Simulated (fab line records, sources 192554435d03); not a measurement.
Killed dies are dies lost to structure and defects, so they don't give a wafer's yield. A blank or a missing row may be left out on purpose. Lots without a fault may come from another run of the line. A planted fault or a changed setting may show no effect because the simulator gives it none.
Which tool did it? | flow n5_finfet | 24 lots, 72 wafers sampled, at 4 steps of a route of 1938

WHAT THE GAUGES READ, wafer by wafer
N5_BEOL_M6_INSPECT_13: inspects for defects (brightfield). Usual: raw_defect_count 428, standard deviation 97.
lot  | measured     | on                | raw_defect_count | flag
L074 | day 10 07:51 | defect_inspect-01 | 350 383 641      |
L076 | day 10 23:43 | defect_inspect-02 | 528 603 547      |
L077 | day 11 12:29 | defect_inspect-02 | 462 377 454      |
L075 | day 11 17:05 | defect_inspect-01 | 347 314 446      |
L078 | day 11 20:10 | defect_inspect-02 | 567 381 491      |
L079 | day 12 01:43 | defect_inspect-02 | 520 305 285      |
L080 | day 12 13:19 | defect_inspect-02 | 275 395 420      |
L081 | day 12 23:37 | defect_inspect-02 | 643 430 644      |
L082 | day 13 03:11 | defect_inspect-02 | 487 461 590      |
L084 | day 13 04:35 | defect_inspect-02 | 466 490 555      |
L083 | day 13 07:26 | defect_inspect-02 | 541 327 379      |
L085 | day 13 16:12 | defect_inspect-02 | 660 552 525      |
L087 | day 13 16:24 | defect_inspect-01 | 437 379 335      |
L086 | day 14 10:41 | defect_inspect-02 | 672 669 503      |
L090 | day 14 15:17 | defect_inspect-01 | 475 478 491      |
L089 | day 14 15:27 | defect_inspect-01 | 413 460 425      |
L088 | day 14 22:02 | defect_inspect-02 | 385 365 307      |
L092 | day 15 07:49 | defect_inspect-02 | 485 514 679      |
L091 | day 15 08:05 | defect_inspect-02 | 410 434 308      |
L093 | day 15 20:32 | defect_inspect-02 | 321 352 404      |
L094 | day 16 00:52 | defect_inspect-02 | 476 512 286      |
L095 | day 16 01:14 | defect_inspect-02 | 411 388 341      |
L096 | day 16 03:05 | defect_inspect-01 | 388 361 561      |
L097 | day 16 09:14 | defect_inspect-02 | 440 407 326      |

N5_BEOL_M6_OCD_MEAS_38. Usual: trench_depth_nm 93.4 nm, standard deviation 1.7.
lot  | measured     | on     | trench_depth_nm (nm) | flag
L074 | day 10 10:53 | ocd-02 | 92.7 92.5 93.2       |
L076 | day 11 01:58 | ocd-02 | 96.2 96.8 93.6       |
L077 | day 11 16:02 | ocd-01 | 90.9 94.0 91.0       |
L075 | day 11 20:04 | ocd-01 | 94.6 92.3 94.9       |
L078 | day 11 22:28 | ocd-01 | 94.1 89.8 92.3       |
L079 | day 12 04:19 | ocd-02 | 94.7 92.5 93.0       |
L080 | day 12 16:52 | ocd-02 | 92.2 95.2 96.1       |
L081 | day 13 03:06 | ocd-01 | 93.1 91.8 90.5       |
L082 | day 13 07:01 | ocd-01 | 94.4 91.8 93.1       |
L084 | day 13 07:04 | ocd-02 | 94.5 95.4 91.7       |
L083 | day 13 08:50 | ocd-02 | 94.4 93.5 93.2       |
L085 | day 13 19:20 | ocd-02 | 93.8 94.7 94.4       |
L087 | day 13 19:48 | ocd-02 | 93.0 94.9 92.8       |
L086 | day 14 12:31 | ocd-02 | 95.3 90.5 95.5       |
L090 | day 14 18:32 | ocd-01 | 93.8 93.9 93.3       |
L089 | day 14 18:52 | ocd-02 | 95.1 96.5 91.2       |
L088 | day 15 00:17 | ocd-02 | 93.2 94.5 94.1       |
L092 | day 15 12:38 | ocd-02 | 93.9 92.5 92.8       |
L091 | day 15 13:03 | ocd-02 | 96.0 92.6 95.2       |
L093 | day 16 00:55 | ocd-02 | 95.3 92.3 95.5       |
L094 | day 16 02:25 | ocd-02 | 92.1 93.4 94.0       |
L095 | day 16 02:43 | ocd-01 | 93.9 95.5 92.6       |
L096 | day 16 04:42 | ocd-02 | 93.6 94.2 92.4       |
L097 | day 16 11:12 | ocd-02 | 94.2 93.6 90.5       |

WHICH TOOL RAN EACH LOT (tool, then ch and the chambers of the sampled wafers, then the start)
lot  | N5_BEOL_M6_STRIP_19                | N5_BEOL_M6_ETCH_66
L074 | rie_diel-01 ch 0,1,2, day 10 08:40 | rie_diel-04 ch 0,2, day 10 10:33
L076 | rie_diel-04 ch 0,1, day 11 00:26   | rie_diel-01 ch 1,2,3, day 11 01:37
L077 | rie_diel-01 ch 1,2, day 11 12:56   | rie_diel-03 ch 2,3, day 11 15:32
L075 | rie_diel-04 ch 0,2,3, day 11 17:30 | rie_diel-04 ch 0,3, day 11 19:43
L078 | rie_diel-03 ch 2,3, day 11 21:19   | rie_diel-03 ch 0,2,3, day 11 22:08
L079 | rie_diel-03 ch 1,3, day 12 02:08   | rie_diel-01 ch 1,2, day 12 03:58
L080 | rie_diel-04 ch 0,1,3, day 12 14:06 | rie_diel-01 ch 1,2,3, day 12 16:31
L081 | rie_diel-04 ch 0,1,3, day 13 00:29 | rie_diel-03 ch 1,3, day 13 02:45
L082 | rie_diel-03 ch 1,2,3, day 13 03:44 | rie_diel-04 ch 1,2, day 13 06:40
L084 | rie_diel-04 ch 1,2, day 13 05:01   | rie_diel-01 ch 0,1,3, day 13 06:43
L083 | rie_diel-03 ch 1,2,3, day 13 07:51 | rie_diel-04 ch 1,3, day 13 08:29
L085 | rie_diel-01 ch 0,2,3, day 13 17:03 | rie_diel-03 ch 0,1, day 13 19:00
L087 | rie_diel-04 ch 0,2,3, day 13 17:20 | rie_diel-03 ch 0,1, day 13 19:27
L086 | rie_diel-04 ch 2,3, day 14 11:26   | rie_diel-01 ch 0,3, day 14 12:10
L090 | rie_diel-03 ch 1,3, day 14 15:46   | rie_diel-03 ch 0,2, day 14 18:11
L089 | rie_diel-01 ch 0,2, day 14 16:12   | rie_diel-01 ch 0,1,3, day 14 18:31
L088 | rie_diel-01 ch 0,2,3, day 14 22:31 | rie_diel-04 ch 2,3, day 14 23:56
L092 | rie_diel-01 ch 2,3, day 15 08:15   | rie_diel-04 ch 1,3, day 15 12:17
L091 | rie_diel-03 ch 0,3, day 15 08:31   | rie_diel-01 ch 1,2,3, day 15 12:42
L093 | rie_diel-04 ch 0,1,3, day 15 20:58 | rie_diel-01 ch 1,2,3, day 16 00:34
L094 | rie_diel-03 ch 1,2, day 16 01:17   | rie_diel-04 ch 1,3, day 16 01:54
L095 | rie_diel-03 ch 1,2, day 16 01:39   | rie_diel-01 ch 0,1,2, day 16 02:22
L096 | rie_diel-03 ch 0,2,3, day 16 03:39 | rie_diel-03 ch 0,2,3, day 16 04:21
L097 | rie_diel-01 ch 1,2,3, day 16 09:55 | rie_diel-04 ch 0,2,3, day 16 10:51
- N5_BEOL_M6_STRIP_19: strips in O2.
- N5_BEOL_M6_ETCH_66: etches SOC in N2/H2, target depth 80 nm, overetch 16 nm, time 120 s.

WHAT THE TOOLS THEMSELVES READ (means of the sampled wafers that have a number; where no wafer has one, the mark that the record gives instead)
N5_BEOL_M6_STRIP_19. Usual: drypump_motor_current_A 5.8 A, standard deviation 0.5; oes_product_au 0.80 a.u., standard deviation 0.096; rf_vpp_V 3.7 V, standard deviation 0.59; showerhead_plenum_p_Torr 2.10 Torr, standard deviation 0.08; throttle_valve_pct 16.6 %, standard deviation 0.36.
lot  | tool        | drypump_motor_current_A (A) | oes_product_au (a.u.) | rf_vpp_V (V) | showerhead_plenum_p_Torr (Torr) | throttle_valve_pct (%) | flag
L074 | rie_diel-01 | 6.2                         | 0.78                  | 4.1          | 2.07                            | 16.9                   |
L076 | rie_diel-04 | 6.1                         | 0.78                  | 2.9          | 2.12                            | 16.9                   |
L077 | rie_diel-01 | 6.3                         | 0.79                  | 4.0          | 2.03                            | 17.0                   |
L075 | rie_diel-04 | 5.6                         | 0.80                  | 3.3          | 2.12                            | 16.8                   |
L078 | rie_diel-03 | 6.1                         | 0.70                  | 3.6          | 2.11                            | 16.7                   |
L079 | rie_diel-03 | 5.6                         | 0.83                  | 3.8          | 2.15                            | 16.5                   |
L080 | rie_diel-04 | 5.9                         | 0.84                  | 3.3          | 2.16                            | 16.6                   |
L081 | rie_diel-04 | 5.9                         | 0.83                  | 4.0          | 2.16                            | 16.6                   |
L082 | rie_diel-03 | 5.7                         | 0.76                  | 4.0          | 2.10                            | 16.5                   |
L084 | rie_diel-04 | 6.1                         | 0.80                  | 3.9          | 2.09                            | 16.6                   |
L083 | rie_diel-03 | 5.7                         | 0.76                  | 3.5          | 2.10                            | 16.5                   |
L085 | rie_diel-01 | 6.3                         | 0.76                  | 3.3          | 2.06                            | 16.8                   |
L087 | rie_diel-04 | 5.6                         | 0.77                  | 4.3          | 2.11                            | 16.8                   |
L086 | rie_diel-04 | 5.5                         | 0.74                  | 3.4          | 2.08                            | 16.8                   |
L090 | rie_diel-03 | 5.6                         | 0.91                  | 3.6          | 2.14                            | 16.3                   |
L089 | rie_diel-01 | 6.4                         | 0.69                  | 4.2          | 2.10                            | 17.1                   |
L088 | rie_diel-01 | 6.3                         | 0.74                  | 3.9          | 2.06                            | 16.9                   |
L092 | rie_diel-01 | 6.1                         | 0.80                  | 3.7          | 2.03                            | 16.7                   |
L091 | rie_diel-03 | 6.2                         | 0.93                  | 3.6          | 2.18                            | 16.3                   |
L093 | rie_diel-04 | 5.9                         | 0.79                  | 3.3          | 2.15                            | 16.6                   |
L094 | rie_diel-03 | 5.3                         | 0.76                  | 3.7          | 2.04                            | 16.4                   |
L095 | rie_diel-03 | 5.2                         | 0.75                  | 3.5          | 2.04                            | 16.4                   |
L096 | rie_diel-03 | 5.8                         | 0.83                  | 3.4          | 2.13                            | 16.4                   |
L097 | rie_diel-01 | 6.1                         | 0.79                  | 4.1          | 2.02                            | 16.8                   |

N5_BEOL_M6_ETCH_66. Usual: drypump_motor_current_A 5.9 A, standard deviation 0.49; n2_flow_sccm 199.9 sccm, standard deviation 0.52; oes_product_au 0.62 a.u., standard deviation 0.067; rf_vpp_V 523.7 V, standard deviation 2.9; showerhead_plenum_p_Torr 2.54 Torr, standard deviation 0.1; throttle_valve_pct 17.8 %, standard deviation 0.38.
lot  | tool        | drypump_motor_current_A (A) | n2_flow_sccm (sccm) | oes_product_au (a.u.) | rf_vpp_V (V) | showerhead_plenum_p_Torr (Torr) | throttle_valve_pct (%) | flag
L074 | rie_diel-04 | 5.9                         | 199.5               | 0.56                  | 523.1        | 2.50                            | 18.2                   |
L076 | rie_diel-01 | 6.1                         | 200.2               | 0.63                  | 521.4        | 2.45                            | 17.8                   |
L077 | rie_diel-03 | 6.1                         | 199.9               | 0.55                  | 524.6        | 2.56                            | 17.8                   |
L075 | rie_diel-04 | 5.5                         | 199.4               | 0.68                  | 527.2        | 2.65                            | 17.6                   |
L078 | rie_diel-03 | 5.8                         | 200.0               | 0.62                  | 524.7        | 2.60                            | 17.7                   |
L079 | rie_diel-01 | 6.3                         | 199.8               | 0.59                  | 520.7        | 2.44                            | 18.1                   |
L080 | rie_diel-01 | 6.1                         | 200.0               | 0.62                  | 521.6        | 2.45                            | 17.8                   |
L081 | rie_diel-03 | 6.1                         | 199.8               | 0.58                  | 525.9        | 2.61                            | 17.8                   |
L082 | rie_diel-04 | 6.1                         | 200.2               | 0.61                  | 523.2        | 2.53                            | 17.8                   |
L084 | rie_diel-01 | 6.0                         | 199.8               | 0.61                  | 522.3        | 2.51                            | 17.7                   |
L083 | rie_diel-04 | 6.0                         | 199.2               | 0.66                  | 525.6        | 2.63                            | 17.5                   |
L085 | rie_diel-03 | 5.5                         | 199.5               | 0.70                  | 527.7        | 2.69                            | 17.6                   |
L087 | rie_diel-03 | 5.4                         | 200.0               | 0.69                  | 525.4        | 2.64                            | 17.5                   |
L086 | rie_diel-01 | 6.1                         | 200.0               | 0.60                  | 522.5        | 2.49                            | 17.6                   |
L090 | rie_diel-03 | 5.5                         | 200.2               | 0.65                  | 524.8        | 2.63                            | 17.6                   |
L089 | rie_diel-01 | 6.1                         | 200.0               | 0.59                  | 524.3        | 2.50                            | 17.7                   |
L088 | rie_diel-04 | 5.5                         | 200.2               | 0.57                  | 522.0        | 2.50                            | 17.9                   |
L092 | rie_diel-04 | 6.0                         | 199.9               | 0.64                  | 526.1        | 2.62                            | 17.5                   |
L091 | rie_diel-01 | 6.1                         | 199.4               | 0.60                  | 521.0        | 2.44                            | 17.9                   |
L093 | rie_diel-01 | 6.1                         | 200.0               | 0.60                  | 520.8        | 2.44                            | 17.9                   |
L094 | rie_diel-04 | 5.6                         | 199.7               | 0.65                  | 526.3        | 2.65                            | 17.4                   |
L095 | rie_diel-01 | 6.3                         | 200.0               | 0.64                  | 521.7        | 2.49                            | 18.0                   |
L096 | rie_diel-03 | 5.8                         | 200.2               | 0.64                  | 524.0        | 2.59                            | 17.6                   |
L097 | rie_diel-04 | 5.6                         | 200.4               | 0.64                  | 526.2        | 2.64                            | 17.8                   |

THE ANSWER, worked out from the rows above alone
Rule: a lot is off if the mean of its wafers that have a number lies more than 3 standard deviations from the usual mean. A lot without any number at a reading at which 4 lots or more have one is off too. The other lots that the step has rows for count as sound. The gauges are gone through in route order, then the tools' own readings, and for those a lot's mean is taken as printed above. The first step at which some lot is off is used, and at that step the reading that is off furthest; a lot without a number counts as furthest.
No lot is off at any reading shown: from this, nothing can be told.

WHAT THE SIMULATOR HAD PUT IN
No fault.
